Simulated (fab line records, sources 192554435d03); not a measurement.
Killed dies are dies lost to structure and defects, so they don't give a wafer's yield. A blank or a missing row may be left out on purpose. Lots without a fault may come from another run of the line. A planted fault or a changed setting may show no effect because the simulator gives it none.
Chamber matching | flow n5_finfet | N5_BEOL_M9_ETCH_62 on rie_diel-01: 4 sister chambers
The step etches SOC in N2/H2, target depth 110 nm, overetch 22 nm, time 165 s. 24 wafers are shown with their chamber, then 12 later ones without.

WAFERS WITH THEIR CHAMBER
wafer  | chamber | drypump_motor_current_A (A) | showerhead_plenum_p_Torr (Torr) | rf_vpp_V (V)
L079.1 | 3       | 4.7                         | 2.50                            | 522.0
L079.2 | 0       | 5.0                         | 2.64                            | 527.6
L079.6 | 3       | 4.8                         | 2.50                            | 521.4
L081.2 | 1       | 5.2                         | 2.60                            | 525.1
L081.3 | 0       | 5.0                         | 2.64                            | 526.3
L081.5 | 0       | 5.0                         | 2.64                            | 525.8
L083.1 | 2       | 5.6                         | 2.51                            | 521.7
L083.2 | 1       | 5.2                         | 2.60                            | 527.1
L083.4 | 3       | 4.8                         | 2.50                            | 522.5
L088.2 | 3       | 4.7                         | 2.49                            | 522.4
L088.3 | 2       | 5.6                         | 2.50                            | 523.4
L088.5 | 2       | 5.6                         | 2.50                            | 523.4
L095.2 | 1       | 5.2                         | 2.59                            | 526.3
L095.5 | 1       | 5.2                         | 2.59                            | 525.0
L095.6 | 0       | 5.0                         | 2.62                            | 527.2
L090.1 | 3       | 4.7                         | 2.49                            | 523.0
L090.3 | 1       | 5.2                         | 2.59                            | 525.6
L090.6 | 2       | 5.5                         | 2.50                            | 524.0
L085.2 | 1       | 5.2                         | 2.59                            | 526.7
L085.4 | 3       | 4.7                         | 2.49                            | 521.9
L085.6 | 3       | 4.7                         | 2.49                            | 522.4
L089.3 | 1       | 5.2                         | 2.59                            | 525.5
L089.5 | 3       | 4.7                         | 2.49                            | 523.6
L089.6 | 0       | 5.0                         | 2.62                            | 526.0

SIGNATURES (means of the wafers above)
reading                  | chamber 0 | chamber 1 | chamber 2 | chamber 3 | scatter within a chamber
drypump_motor_current_A  | 5.000     | 5.200     | 5.575     | 4.725     | 0.0335
showerhead_plenum_p_Torr | 2.6320    | 2.5929    | 2.5025    | 2.4938    | 0.00665
rf_vpp_V                 | 526.580   | 525.900   | 523.125   | 522.400   | 0.792
Rule: a wafer's distance from a chamber is the root of the sum, over the readings, of the square of ((its reading less the chamber's mean) divided by the reading's scatter). The wafer belongs to the nearest chamber; if the next one is less than 2 further off, it can't be placed. The scatter: the root of (the sum of the squares of (reading less its chamber's mean) over the shown wafers, divided by (wafers less chambers)).

WAFERS WITHOUT THEIR CHAMBER
wafer  | drypump_motor_current_A (A) | showerhead_plenum_p_Torr (Torr) | rf_vpp_V (V)
L092.2 | 5.2                         | 2.59                            | 525.4
L092.4 | 5.6                         | 2.50                            | 523.7
L092.6 | 4.8                         | 2.49                            | 521.5
L093.2 | 5.6                         | 2.50                            | 524.3
L093.3 | 5.2                         | 2.59                            | 526.1
L093.6 | 5.2                         | 2.59                            | 523.9
L087.1 | 4.8                         | 2.49                            | 522.3
L087.2 | 5.5                         | 2.50                            | 521.5
L087.3 | 5.2                         | 2.59                            | 525.1
L086.3 | 5.0                         | 2.62                            | 526.8
L086.4 | 4.7                         | 2.49                            | 521.9
L086.5 | 5.0                         | 2.62                            | 526.3

WHICH CHAMBER EACH WENT THROUGH
wafer  | from the rows above | in truth
L092.2 | 1                   | 1
L092.4 | 2                   | 2
L092.6 | 3                   | 3
L093.2 | 2                   | 2
L093.3 | 1                   | 1
L093.6 | 1                   | 1
L087.1 | 3                   | 3
L087.2 | 2                   | 2
L087.3 | 1                   | 1
L086.3 | 0                   | 0
L086.4 | 3                   | 3
L086.5 | 0                   | 0
Placed correctly: 12 of 12. Can't be placed from these rows: 0. Placed wrongly: 0.
